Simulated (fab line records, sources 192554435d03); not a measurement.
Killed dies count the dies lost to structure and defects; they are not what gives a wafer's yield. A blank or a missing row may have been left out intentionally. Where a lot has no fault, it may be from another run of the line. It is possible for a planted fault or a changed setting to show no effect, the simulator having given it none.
Split-lot study | flow n5Finfet | on a route of 1938 steps: 5 lots, 23 wafers read

## THE SPLIT ITSELF
At N5_BEOL_M12_COAT_58 (time 60 s, resist thk 89 nm), the setting spinRpm was moved away from the recipe's 1500 rpm on 8 of the 23 wafers read, by -7.7% to +5.5%. The other wafers ran this setting at the recipe's value.

The reading is taken at the split's own step.

## THE READING
BARC_of_BEOL_M12_COAT_58.thkNm (the simulator's own value, which no gauge read), in nm, at N5_BEOL_M12_COAT_58 (time 60 s, resist thk 89 nm). There is no usual value for it anywhere in the file. The 15 wafers here that ran the recipe average 89.1 nm, standard deviation 0.19 nm.

wafer  | tool, chamber at the split | spinRpm as run, rpm | against the recipe | BARC_of_BEOL_M12_COAT_58.thkNm, nm | against lot-mates on the recipe
L079.1 | lithoTrack-03, 0           | 1556                | +3.7%              | 87.4                               | -1.8
L079.2 | lithoTrack-03, 0           | 1500                | recipe             | 89.2                               | -
L079.5 | lithoTrack-03, 0           | 1500                | recipe             | 89.2                               | -
L079.6 | lithoTrack-03, 0           | 1500                | recipe             | 89.2                               | -
L079.4 | lithoTrack-03, 0           | 1556                | +3.7%              | 87.6                               | -1.6
L078.2 | lithoTrack-03, 0           | 1500                | recipe             | 88.8                               | -
L078.4 | lithoTrack-03, 0           | 1500                | recipe             | 88.8                               | -
L078.5 | lithoTrack-03, 0           | 1500                | recipe             | 88.8                               | -
L078.6 | lithoTrack-03, 0           | 1500                | recipe             | 88.8                               | -
L078.3 | lithoTrack-03, 0           | 1500                | recipe             | 89                                 | -
L080.1 | lithoTrack-01, 0           | 1500                | recipe             | 89.2                               | -
L080.2 | lithoTrack-01, 0           | 1384                | -7.7%              | 92.4                               | +3.3
L080.3 | lithoTrack-01, 0           | 1384                | -7.7%              | 92.8                               | +3.7
L080.4 | lithoTrack-01, 0           | 1500                | recipe             | 89                                 | -
L080.5 | lithoTrack-01, 0           | 1384                | -7.7%              | 93                                 | +3.9
L082.1 | lithoTrack-01, 0           | 1500                | recipe             | 89.4                               | -
L082.4 | lithoTrack-01, 0           | 1500                | recipe             | 89.2                               | -
L082.6 | lithoTrack-01, 0           | 1500                | recipe             | 89.2                               | -
L091.2 | lithoTrack-04, 0           | 1582                | +5.5%              | 86.8                               | -2.4
L091.3 | lithoTrack-04, 0           | 1582                | +5.5%              | 86.6                               | -2.6
L091.6 | lithoTrack-04, 0           | 1582                | +5.5%              | 86.6                               | -2.6
L091.4 | lithoTrack-04, 0           | 1500                | recipe             | 89.2                               | -
L091.5 | lithoTrack-04, 0           | 1500                | recipe             | 89.2                               | -

FIT RESULTS
A straight line over all 23 wafers: BARC_of_BEOL_M12_COAT_58.thkNm changes by -0.459 nm for each +1% of spinRpm; r = -0.99; the points scatter about the line by 0.2 nm.
The same after taking each lot's own level away (the mean of its wafers on the recipe; 23 wafers): -0.467 nm for each +1%; r = -1.00; scatter 0.12 nm.
On that fit, the largest move of spinRpm shifts the reading by 3.6 nm.
The span of the lots' own levels, 88.84 to 89.27 nm, comes to 2.2 times the standard deviation stated above.
Consequently the slope shifts little with the lot-to-lot level, the two slopes agreeing.
Check: for one of the wafers moved furthest among these (-7.7%), held out of the fit, the line's prediction against its lot-mates is +3.72 nm. Against them it came out at +3.3 nm.

## OTHER SPLITS APPLIED TO THESE WAFERS
Other splits were also applied to these wafers ahead of the reading. Each is held against what the fit with the lots' levels taken away leaves over:
other split on the same wafers | wafers away from the commonest value | r with BARC_of_BEOL_M12_COAT_58.thkNm (lot level and that fit taken away)
N5_BEOL_M8_DESCUM_16 timeS     | 9                                    | +0.17
N5_BEOL_M10_ILD_DEP_00 timeS   | 8                                    | +0.05
N5_BEOL_M10_COAT_59 spinRpm    | 11                                   | +0.06
N5_BEOL_M11_COAT_60 spinRpm    | 8                                    | -0.27
N5_BEOL_M11_EXPOSE_08 doseMj   | 7                                    | +0.17

## FILE'S OWN FIT
BARC_of_BEOL_M12_COAT_58.thkNm changes by -0.466 nm for each +1% of spinRpm, r = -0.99.
